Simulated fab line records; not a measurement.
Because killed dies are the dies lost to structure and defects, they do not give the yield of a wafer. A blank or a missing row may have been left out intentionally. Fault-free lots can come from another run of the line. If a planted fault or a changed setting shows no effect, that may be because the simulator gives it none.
8D (eight disciplines) problem report, filled in by code | flow nandHarc | the parts of the form that need people (team, actions taken, sign-off) are left out

== 1. PROBLEM STATEMENT ==
Mean of cdNm at NHARC_A_CHANNEL_HOLE_D1_CD_MEAS_10: 83.6 nm across 12 wafers in 4 lots; on wafers with no fault it is 100.3 nm (standard deviation 0.6). Relative to the usual mean, that is a shift of -28 standard deviations.
The step: target cd 100 nm.
Seen first at day 10 17:53 on cdSem-02, wafer L611.3. At this step, 42 wafers from 14 lots have a number in the record. The rule behind "out" and "out of limits": a value lying over 4 standard deviations away from the usual mean. The other wafers with a number count as sound.

== 2. WHAT IT IS, WHAT IT ISN'T ==
question                    | is                           | is not
which readings at this step | cdNm                         | -
which lots                  | L611, L613, L615, L618       | L606, L608, L620, L622, L623, L624, L625, L627, L628, L629
which wafers of those lots  | all that have a number       | -
read on which gauges        | cdSem-01, cdSem-02, cdSem-03 | -
when                        | from day 10 17:53            | up to then (6 sound wafers); but 24 sound wafers of L620, L622, L623, L624, L625, L627, L628, L629 came after

== 3. SUSPECTS, AND WHAT RULES EACH OUT ==
Counting: any tool at a process step up to the reading is kept as a suspect provided that every lot that is out went through it and no sound lot did after the first of them.
- ruled out: the gauge at NHARC_A_CHANNEL_HOLE_D1_CD_MEAS_10. Those wafers that are out were read across 3 gauges (cdSem-01, cdSem-02, cdSem-03).
- arfiScanner-03 at NHARC_A_CHANNEL_HOLE_D1_EXPOSE_07 (exposes mask HOLE D1, target cd 100 nm): kept. It processed each lot that is out, first L611 at day 10 17:45, and no sound lot thereafter; up to then, the last sound lot it processed was L608 at day 9 11:03. Out on those wafers are its own readings of exposureDoseMJCm2.
Remaining after the count: arfiScanner-03 at NHARC_A_CHANNEL_HOLE_D1_EXPOSE_07.

== 4. THE CAUSE (what the simulator had put in) ==
Drift in process parameters on arfiScanner-03 at NHARC_A_CHANNEL_HOLE_D1_EXPOSE_07, starting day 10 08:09. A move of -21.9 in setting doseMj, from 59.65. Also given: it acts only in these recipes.
The count eliminated every tool but this one.

== 5. THE CHAIN OF EFFECTS, in route order ==
Each row: a reading where the mean over the struck wafers with a number is more than 3 standard deviations away from the usual. Only readings for which the record gives a usual standard deviation are gone through. hours: the time from each lot's start at the first step in this table that gives one to its start at this step, as a median over the lots. sigmas: the change in usual standard deviations.
hours | step                               | reading           | usual    | on struck wafers | change | sigmas
0     | NHARC_A_CHANNEL_HOLE_D1_EXPOSE_07  | exposureDoseMJCm2 | 59.59    | 41.79            | -17.80 | -99 or more
0     | NHARC_A_CHANNEL_HOLE_D1_CD_MEAS_10 | cdNm              | 100.3 nm | 83.6             | -16.7  | -28
1     | NHARC_A_CHANNEL_HOLE_D1_CD_MEAS_18 | cdNm              | 99 nm    | 82               | -17    | -5.5
8     | NHARC_A_CHANNEL_HOLE_D1_CD_MEAS_30 | cdNm              | 89.5 nm  | 72.7             | -16.8  | -9.4
8     | NHARC_A_CHANNEL_HOLE_D1_XSEM_31    | botCdNm           | 73.9 nm  | 57.1             | -16.8  | -9.4
Here are the process steps it includes:
- NHARC_A_CHANNEL_HOLE_D1_EXPOSE_07: exposes mask HOLE D1, target cd 100 nm.
- NHARC_A_CHANNEL_HOLE_D1_XSEM_31

== 6. WHAT WOULD HAVE CAUGHT IT SOONER ==
10 hours passed between the start of the fault at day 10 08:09 and the first reading out of limits at a measuring or inspecting step in this record, taken at day 10 17:53.
The tool's own readings at NHARC_A_CHANNEL_HOLE_D1_EXPOSE_07 were out on every struck wafer that the step has a row for (exposureDoseMJCm2): an alarm limit on them would have fired on the first of those.
Lots out: 4; of these, L613, L615, L618 started NHARC_A_CHANNEL_HOLE_D1_EXPOSE_07 on arfiScanner-03 after day 10 17:53. A hold on the tool at that time would have spared those 3.
